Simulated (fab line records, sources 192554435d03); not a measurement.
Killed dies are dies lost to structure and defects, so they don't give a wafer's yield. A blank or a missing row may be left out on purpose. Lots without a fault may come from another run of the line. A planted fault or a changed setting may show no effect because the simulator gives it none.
Tool commonality check | flow n5_finfet | 11 lots, 31 wafers sampled

WHY IT WAS OPENED
At N5_BEOL_M8_INSPECT_58 the reading raw_defect_count is flagged on 3 of 11 lots. Wafers without a fault read 70, standard deviation 22.
Rule: a lot is flagged when every wafer of it that has a number lies more than 4 standard deviations from that mean, or none has a number. The other lots count as sound.

lot  | measured     | on                | raw_defect_count, wafer by wafer | flag
L476 | day 9 06:01  | defect_inspect-02 | 84 47                            |
L479 | day 9 23:07  | defect_inspect-02 | 53 72 52                         |
L480 | day 10 12:43 | defect_inspect-01 | 49 47 88                         |
L481 | day 10 15:30 | defect_inspect-02 | 877 831 896                      | FLAGGED
L482 | day 11 00:11 | defect_inspect-02 | 862 901 857                      | FLAGGED
L483 | day 11 12:02 | defect_inspect-01 | 886 835 848                      | FLAGGED
L491 | day 12 23:59 | defect_inspect-02 | 38 61 52                         |
L494 | day 14 06:57 | defect_inspect-01 | 45 55 61                         |
L499 | day 15 06:55 | defect_inspect-01 | 59 69                            |
L497 | day 15 20:50 | defect_inspect-01 | 102 86 76                        |
L498 | day 15 22:11 | defect_inspect-01 | 74 77 69                         |
The numbers of the flagged lots are 866 on average: +796 against the usual, or +36 standard deviations.

WHICH TOOL RAN EACH LOT
The record holds 1 process step before the reading, out of a route of 1938 steps. In each cell: the tool, then ch and the chambers that the sampled wafers went through, then the start.
lot  | flag    | N5_BEOL_M8_CMP_52
L476 |         | cmp-01 ch 2,3, day 9 05:41
L479 |         | cmp-03 ch 0,2,3, day 9 22:44
L480 |         | cmp-03 ch 1,3, day 10 12:19
L481 | FLAGGED | cmp-03 ch 0,1, day 10 15:03
L482 | FLAGGED | cmp-03 ch 1,2,3, day 10 23:44
L483 | FLAGGED | cmp-03 ch 0,1,3, day 11 11:42
L491 |         | cmp-01 ch 2,3, day 12 23:32
L494 |         | cmp-03 ch 0,1,2, day 14 06:30
L499 |         | cmp-03 ch 0,3, day 15 06:32
L497 |         | cmp-03 ch 0,1, day 15 20:25
L498 |         | cmp-03 ch 1,2, day 15 21:47
What these steps do:
- N5_BEOL_M8_CMP_52: polishes, stops on SiCOH lowk, t overpolish 6.9 s, target thk 80 nm.
- N5_BEOL_M8_INSPECT_58: inspects for defects (darkfield).

FLAGGED OVER TOTAL, TOOL BY TOOL (the gauges that took the reading come last)
step                  | tool              | lots run | flagged | share of the flagged lots | sound lots run after its first flagged lot
N5_BEOL_M8_CMP_52     | cmp-01            | 2        | 0       | none                      | -
N5_BEOL_M8_CMP_52     | cmp-03            | 9        | 3       | all                       | 4 (L494,L499,L497,L498)
N5_BEOL_M8_INSPECT_58 | defect_inspect-01 | 6        | 1       | some                      | 4 (L494,L499,L497,L498)
N5_BEOL_M8_INSPECT_58 | defect_inspect-02 | 5        | 2       | some                      | 1 (L491)

WHAT THE TABLE ALLOWS
1 row of the table ran every flagged lot: cmp-03 at N5_BEOL_M8_CMP_52.
- cmp-03 at N5_BEOL_M8_CMP_52: 3 of its 9 lots flagged. Sound lots ran on it after the first flagged one (L494, L499, L497, L498), which a lasting fault on the whole tool wouldn't allow.
No row of the table ran every flagged lot and no sound lot after the first.

WHAT THE SIMULATOR HAD PUT IN
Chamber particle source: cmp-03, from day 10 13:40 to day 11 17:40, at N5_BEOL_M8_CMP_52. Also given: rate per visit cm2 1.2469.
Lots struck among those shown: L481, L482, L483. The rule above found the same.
